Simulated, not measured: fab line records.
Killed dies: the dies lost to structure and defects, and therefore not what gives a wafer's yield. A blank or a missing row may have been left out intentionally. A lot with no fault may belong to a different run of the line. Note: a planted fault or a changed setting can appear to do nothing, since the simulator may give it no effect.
Chamber matching / flow nandHarc / NHARC_P_M1_STRIP_18 on rieDiel-02: 4 sister chambers
The step strips in N2/H2. 8 wafers are shown with their chamber, then 10 later ones without.

## EACH WAFER AND ITS CHAMBER
wafer=L075.1; chamber=2; drypumpMotorCurrentA (A)=5.8; showerheadPlenumPTorr (Torr)=2.12
wafer=L078.3; chamber=3; drypumpMotorCurrentA (A)=6.3; showerheadPlenumPTorr (Torr)=2.09
wafer=L082.4; chamber=2; drypumpMotorCurrentA (A)=5.7; showerheadPlenumPTorr (Torr)=2.12
wafer=L085.1; chamber=1; drypumpMotorCurrentA (A)=5.2; showerheadPlenumPTorr (Torr)=1.91
wafer=L085.3; chamber=0; drypumpMotorCurrentA (A)=5.7; showerheadPlenumPTorr (Torr)=1.92
wafer=L085.6; chamber=1; drypumpMotorCurrentA (A)=5.2; showerheadPlenumPTorr (Torr)=1.91
wafer=L086.1; chamber=3; drypumpMotorCurrentA (A)=6.3; showerheadPlenumPTorr (Torr)=2.08
wafer=L086.5; chamber=0; drypumpMotorCurrentA (A)=5.7; showerheadPlenumPTorr (Torr)=1.92

## WAFERS WHOSE CHAMBER IS MISSING
wafer=L086.6; drypumpMotorCurrentA (A)=5.2; showerheadPlenumPTorr (Torr)=1.91
wafer=L095.4; drypumpMotorCurrentA (A)=5.7; showerheadPlenumPTorr (Torr)=2.11
wafer=L095.5; drypumpMotorCurrentA (A)=5.2; showerheadPlenumPTorr (Torr)=1.91
wafer=L095.6; drypumpMotorCurrentA (A)=5.7; showerheadPlenumPTorr (Torr)=1.92
wafer=L097.2; drypumpMotorCurrentA (A)=6.3; showerheadPlenumPTorr (Torr)=2.08
wafer=L097.3; drypumpMotorCurrentA (A)=5.7; showerheadPlenumPTorr (Torr)=1.92
wafer=L097.5; drypumpMotorCurrentA (A)=5.7; showerheadPlenumPTorr (Torr)=2.11
wafer=L096.2; drypumpMotorCurrentA (A)=6.3; showerheadPlenumPTorr (Torr)=2.08
wafer=L096.3; drypumpMotorCurrentA (A)=5.8; showerheadPlenumPTorr (Torr)=2.11
wafer=L096.6; drypumpMotorCurrentA (A)=5.7; showerheadPlenumPTorr (Torr)=2.11

## THE CHAMBER EACH PASSED THROUGH
wafer=L086.6; from the rows above=1; in truth=1
wafer=L095.4; from the rows above=2; in truth=2
wafer=L095.5; from the rows above=1; in truth=1
wafer=L095.6; from the rows above=0; in truth=0
wafer=L097.2; from the rows above=3; in truth=3
wafer=L097.3; from the rows above=0; in truth=0
wafer=L097.5; from the rows above=2; in truth=2
wafer=L096.2; from the rows above=3; in truth=3
wafer=L096.3; from the rows above=2; in truth=2
wafer=L096.6; from the rows above=2; in truth=2
Correctly placed: 10 of 10. From these rows, 0 cannot be placed. Number placed wrongly: 0.
How it was worked out, from the rows above alone: a wafer's distance from a chamber is the root of the sum, over the readings, of the square of ((its reading less the chamber's mean) divided by the reading's scatter). If the next closest chamber is less than 2 further off than the closest, the wafer can't be placed; otherwise it belongs to the closest. Each chamber's mean is taken over the wafers shown for it. The scatter is the square root of a quotient: the sum, over the shown wafers, of each reading's squared deviation from its chamber's mean, divided by wafers minus chambers.
